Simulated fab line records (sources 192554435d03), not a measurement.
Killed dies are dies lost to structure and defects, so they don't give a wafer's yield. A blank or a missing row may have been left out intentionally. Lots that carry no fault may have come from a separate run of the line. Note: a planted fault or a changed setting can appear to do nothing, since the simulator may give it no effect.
A single fault, viewed from 2 desks	flow n5Finfet	numbers are kept per desk, each desk with only its own; the story behind them comes last

FOR THE TOOL OWNER'S DESK: cmp-02
The tool's own readings at N5_BEOL_M1_CMP_52 (polishes, stops on SiOC, t overpolish 6.8 s, target thk 40 nm): means of the sampled wafers that have a number, for each lot that ran on this tool. A lot is out of limits, marked OUT, if its mean lies more than 4 standard deviations from the usual mean; the brackets give that distance.
Columns: A = barrierFieldEndpointS at N5_BEOL_M1_CMP_52, usual 24.5 s; B = clearingPlatenRpm at N5_BEOL_M1_CMP_52, usual 50.003 rpm; C = motorCurrentA at N5_BEOL_M1_CMP_52, usual 6.1 A; D = overpolishRunS at N5_BEOL_M1_CMP_52, usual 6.799 s; E = timeToEndpointS at N5_BEOL_M1_CMP_52, usual 61.9 s
lot	first seen here	A	B	C	D	E
L408	day 6 22:13	25.2	50.013	6.2	6.810	61.7
L422	day 10 06:33	25.8	49.960	6.1	6.792	65.4
L423	day 10 08:08	20.7 (-5.5) OUT	50.009	6.5	6.795	52.7
L424	day 10 21:08	21.0 (-5.1) OUT	50.044	6.5	6.800	55.7
This desk's verdict: out of limits on L423, L424, starting with L423 at day 10 08:08 (barrierFieldEndpointS at N5_BEOL_M1_CMP_52). In limits: L408, L422.

FROM THE METROLOGY DESK
What the gauges read for every lot (on any tool): the sampled wafers with a number, averaged. A lot is out of limits, marked OUT, if its mean lies more than 4 standard deviations from the usual mean; the brackets give that distance. Shown here are 7 of its 10 readings, the ones lying furthest out on some lot.
Columns: A = DIBL_N at N5_BEOL_M4_RC_MEAS_101, usual 36.9 mV/V; B = DIBL_P at N5_BEOL_M4_RC_MEAS_101, usual 37.3 mV/V; C = IOFF_P at N5_BEOL_M4_RC_MEAS_101, usual 0.22 nA/um; D = ION_N at N5_BEOL_M4_RC_MEAS_101, usual 673 uA/um; E = ION_P at N5_BEOL_M4_RC_MEAS_101, usual 463 uA/um; F = SS_N at N5_BEOL_M4_RC_MEAS_101, usual 71.6 mV/dec; G = VT_P at N5_BEOL_M4_RC_MEAS_101, usual -250 mV
lot	first seen here	A	B	C	D	E	F	G
L408	day 8 13:19	36.4	38.7	0.20	670	459	71.6	-255
L410	day 8 18:08	36.7	38.1	0.23	676	466	71.9	-249
L414	day 10 02:21	38.2	38.0	0.23	672	463	71.7	-249
L417	day 10 09:36	37.6	38.2	0.28	677	477	71.5	-244
L422	day 11 21:56	35.6	36.6	0.19	667	461	71.5	-254
L423	day 12 03:09	35.5	35.8	0.20	676	464	71.8	-251
L424	day 12 09:53	36.8	38.4	0.24	674	462	71.5	-247
L427	day 13 16:40	34.8	34.7	0.18	668	456	70.7	-255
L429	day 13 19:45	38.5	38.9	0.23	668	457	72.1	-253
L430	day 13 23:04	37.1	36.8	0.20	662	456	71.1	-251
Finding of this desk: none of the 10 lots has anything out of limits.

TAKEN TOGETHER
An alarm could have come from the tool owner's desk at day 10 08:08, on L423, L424.
Nothing out of limits was seen by the metrology desk.
The metrology desk has L423, L424 on record, within its limits.
Every lot named ran N5_BEOL_M1_CMP_52 on cmp-02.

WHAT THE SIMULATOR PUT IN
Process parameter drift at N5_BEOL_M1_CMP_52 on cmp-02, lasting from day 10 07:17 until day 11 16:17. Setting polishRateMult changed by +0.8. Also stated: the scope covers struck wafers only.
Shown lots that were struck: L423, L424.
Delay in hours, fault start to first out-of-limits reading, by desk: the tool owner's desk at 1.
